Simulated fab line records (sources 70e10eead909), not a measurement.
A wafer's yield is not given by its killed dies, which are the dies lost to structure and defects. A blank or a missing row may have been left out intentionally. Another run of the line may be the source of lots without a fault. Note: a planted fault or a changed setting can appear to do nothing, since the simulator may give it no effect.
A struck lot beside a sound one | flow nand_harc | 15 out of 1302 route steps
Sound: wafers L573.1, L573.4, L573.6. Wafers L582.1, L582.2, L582.5 were the ones struck. The cause is given at the end.
At each step with rows: each side's tool, then ch and its chambers, then its first start. Under that, the readings that differ: sound wafers | struck wafers | difference of the means | sigmas: that difference in standard deviations of wafers without a fault.
alike: readings with means less than 2 such deviations apart, plus words and numbers identical on both sides. not compared: withheld readings, readings lacking a value on some wafer, bounds such as >300 that could conceal the same value, and numbers that have no deviation in the record and whose values overlap.
Wherever a step has rows on one side only, a row that says differs or no value, or a row with sigmas, the two part there. When numbers do not overlap yet have no deviation, they are printed without sigmas and do not part them. A reading missing from all wafers of one side parts the sides only when that side holds two or more wafers.

first, 3 steps without rows for these wafers: NHARC_P_GATE_SRD_72; NHARC_P_GATE_OXIDE_16 (material SiO2, target thk 3 nm, ox time 392 s); NHARC_P_GATE_CVD_17 (deposits poly-Si, target thk 150 nm, time 900 s).
NHARC_P_GATE_HM_DEP_102: deposits aC, target thk 120 nm.
  sound on acl_dep-03 ch 0, day 6 12:44; struck on acl_dep-03 ch 0, day 11 02:54
  reading              | sound                | struck | difference                    | sigmas
  susceptor_temp_C (C) | 399.92 399.99 399.76 | - - -  | no value on the struck wafers |
  alike: throttle_valve_pct
NHARC_P_GATE_DEP_103: deposits SiON, target thk 30 nm.
  sound on pecvd-04 ch 0,1, day 6 13:28; struck on pecvd-01 ch 0,1,2, day 11 03:35
  alike: heater_power_w, susceptor_temp_C
then, 7 steps without rows for these wafers: NHARC_P_GATE_DEHYDRATE_18 (time 120 s); NHARC_P_GATE_HMDS_19 (time 30 s); NHARC_P_GATE_COAT_20 (resist thk 90 nm); NHARC_P_GATE_SOFTBAKE_21 (time 55 s); NHARC_P_GATE_EBR_22; NHARC_P_GATE_EXPOSE_23 (exposes mask P GATE, target cd 120 nm); NHARC_P_GATE_PEB_24 (peb time 65 s).
NHARC_P_GATE_DEVELOP_25: develop time 35 s.
  sound on litho_track-04 ch 0, day 6 14:00; struck on litho_track-04 ch 0, day 11 04:00
  reading              | sound             | struck            | difference | sigmas
  developer_temp_C (C) | 23.05 22.98 23.02 | 20.76 20.79 20.78 | -2.24      | -22
  alike: exhaust_pa
NHARC_P_GATE_CD_MEAS_26: the cd target is 120 nm.
  sound on cd_sem-02 ch 0, day 6 14:05; struck on cd_sem-02 ch 0, day 11 04:14
  alike: cd_nm
then, 1 step without rows for these wafers: NHARC_END_SORT_01.

## WHERE THEY PART
First at NHARC_P_GATE_HM_DEP_102; last, within this record, at NHARC_P_GATE_DEVELOP_25. Later steps at which nothing parts them and some readings are alike: NHARC_P_GATE_CD_MEAS_26.

WHY: what had been put in by the simulator
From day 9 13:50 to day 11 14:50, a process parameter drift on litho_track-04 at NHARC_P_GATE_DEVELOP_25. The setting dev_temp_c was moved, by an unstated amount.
